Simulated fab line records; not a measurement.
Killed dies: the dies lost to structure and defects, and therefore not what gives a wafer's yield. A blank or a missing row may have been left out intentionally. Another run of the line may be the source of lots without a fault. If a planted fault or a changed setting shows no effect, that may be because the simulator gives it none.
Matching of chambers :: flow nand-harc :: rie-diel-06 running NHARC_P_BONDPAD_DESCUM_11: 4 sister chambers
The step chemistry O2, time 3 s. 18 wafers are shown with their chamber, then 9 later ones without.

## WAFERS WITH THEIR CHAMBER
wafer: L076.1
chamber: 3
showerhead-plenum-p-Torr (Torr): 1.87
drypump-motor-current-A (A): 6.0
throttle-valve-pct (%): 11.333

wafer: L076.3
chamber: 2
showerhead-plenum-p-Torr (Torr): 1.89
drypump-motor-current-A (A): 5.3
throttle-valve-pct (%): 11.312

wafer: L076.4
chamber: 1
showerhead-plenum-p-Torr (Torr): 1.86
drypump-motor-current-A (A): 5.4
throttle-valve-pct (%): 11.310

wafer: L078.1
chamber: 1
showerhead-plenum-p-Torr (Torr): 1.86
drypump-motor-current-A (A): 5.4
throttle-valve-pct (%): 11.309

wafer: L078.4
chamber: 3
showerhead-plenum-p-Torr (Torr): 1.87
drypump-motor-current-A (A): 6.1
throttle-valve-pct (%): 11.317

wafer: L078.6
chamber: 1
showerhead-plenum-p-Torr (Torr): 1.86
drypump-motor-current-A (A): 5.4
throttle-valve-pct (%): 11.311

wafer: L081.2
chamber: 3
showerhead-plenum-p-Torr (Torr): 1.87
drypump-motor-current-A (A): 6.1
throttle-valve-pct (%): 11.308

wafer: L081.5
chamber: 2
showerhead-plenum-p-Torr (Torr): 1.89
drypump-motor-current-A (A): 5.3
throttle-valve-pct (%): 11.300

wafer: L081.6
chamber: 3
showerhead-plenum-p-Torr (Torr): 1.87
drypump-motor-current-A (A): 6.1
throttle-valve-pct (%): 11.315

wafer: L083.2
chamber: 0
showerhead-plenum-p-Torr (Torr): 2.07
drypump-motor-current-A (A): 5.1
throttle-valve-pct (%): 11.307

wafer: L083.3
chamber: 2
showerhead-plenum-p-Torr (Torr): 1.89
drypump-motor-current-A (A): 5.3
throttle-valve-pct (%): 11.306

wafer: L083.4
chamber: 1
showerhead-plenum-p-Torr (Torr): 1.86
drypump-motor-current-A (A): 5.4
throttle-valve-pct (%): 11.306

wafer: L087.2
chamber: 3
showerhead-plenum-p-Torr (Torr): 1.87
drypump-motor-current-A (A): 6.1
throttle-valve-pct (%): 11.315

wafer: L087.4
chamber: 0
showerhead-plenum-p-Torr (Torr): 2.07
drypump-motor-current-A (A): 5.0
throttle-valve-pct (%): 11.305

wafer: L087.5
chamber: 2
showerhead-plenum-p-Torr (Torr): 1.88
drypump-motor-current-A (A): 5.3
throttle-valve-pct (%): 11.287

wafer: L088.1
chamber: 0
showerhead-plenum-p-Torr (Torr): 2.07
drypump-motor-current-A (A): 5.0
throttle-valve-pct (%): 11.328

wafer: L088.4
chamber: 3
showerhead-plenum-p-Torr (Torr): 1.87
drypump-motor-current-A (A): 6.1
throttle-valve-pct (%): 11.313

wafer: L088.5
chamber: 0
showerhead-plenum-p-Torr (Torr): 2.07
drypump-motor-current-A (A): 5.1
throttle-valve-pct (%): 11.326

SIGNATURES (averages over the wafers above)
reading: showerhead-plenum-p-Torr
chamber 0: 2.0700
chamber 1: 1.8600
chamber 2: 1.8875
chamber 3: 1.8700
scatter within a chamber: 0.00231

reading: drypump-motor-current-A
chamber 0: 5.050
chamber 1: 5.400
chamber 2: 5.300
chamber 3: 6.083
scatter within a chamber: 0.0362

reading: throttle-valve-pct
chamber 0: 11.31650
chamber 1: 11.30900
chamber 2: 11.30125
chamber 3: 11.31683
scatter within a chamber: 0.00911
Rule: distance of a wafer from a chamber = root of the sum over the readings of ((wafer's reading minus chamber's mean) / reading's scatter) squared. The wafer belongs to the nearest chamber; if the next one is less than 2 further off, it can't be placed. How the scatter is found: for the shown wafers, subtract from each reading the mean of its chamber, square and add these, divide the total by (wafers less chambers), then take the root.

## WAFERS WITH NO CHAMBER GIVEN
wafer: L091.3
showerhead-plenum-p-Torr (Torr): 1.87
drypump-motor-current-A (A): 6.0
throttle-valve-pct (%): 11.318

wafer: L091.4
showerhead-plenum-p-Torr (Torr): 1.88
drypump-motor-current-A (A): 5.3
throttle-valve-pct (%): 11.314

wafer: L091.6
showerhead-plenum-p-Torr (Torr): 1.88
drypump-motor-current-A (A): 5.3
throttle-valve-pct (%): 11.317

wafer: L097.1
showerhead-plenum-p-Torr (Torr): 2.06
drypump-motor-current-A (A): 5.0
throttle-valve-pct (%): 11.314

wafer: L097.2
showerhead-plenum-p-Torr (Torr): 1.87
drypump-motor-current-A (A): 6.0
throttle-valve-pct (%): 11.314

wafer: L097.3
showerhead-plenum-p-Torr (Torr): 1.85
drypump-motor-current-A (A): 5.4
throttle-valve-pct (%): 11.288

wafer: L097.4
showerhead-plenum-p-Torr (Torr): 1.88
drypump-motor-current-A (A): 5.3
throttle-valve-pct (%): 11.299

wafer: L097.5
showerhead-plenum-p-Torr (Torr): 2.06
drypump-motor-current-A (A): 5.1
throttle-valve-pct (%): 11.320

wafer: L097.6
showerhead-plenum-p-Torr (Torr): 1.87
drypump-motor-current-A (A): 6.1
throttle-valve-pct (%): 11.311

## EACH ONE'S CHAMBER
wafer: L091.3
from the rows above: 3
in truth: 3

wafer: L091.4
from the rows above: 2
in truth: 2

wafer: L091.6
from the rows above: 2
in truth: 2

wafer: L097.1
from the rows above: 0
in truth: 0

wafer: L097.2
from the rows above: 3
in truth: 3

wafer: L097.3
from the rows above: 1
in truth: 1

wafer: L097.4
from the rows above: 2
in truth: 2

wafer: L097.5
from the rows above: 0
in truth: 0

wafer: L097.6
from the rows above: 3
in truth: 3
Placed correctly: 9 of 9. Can't be placed from these rows: 0. Wrongly placed: 0.
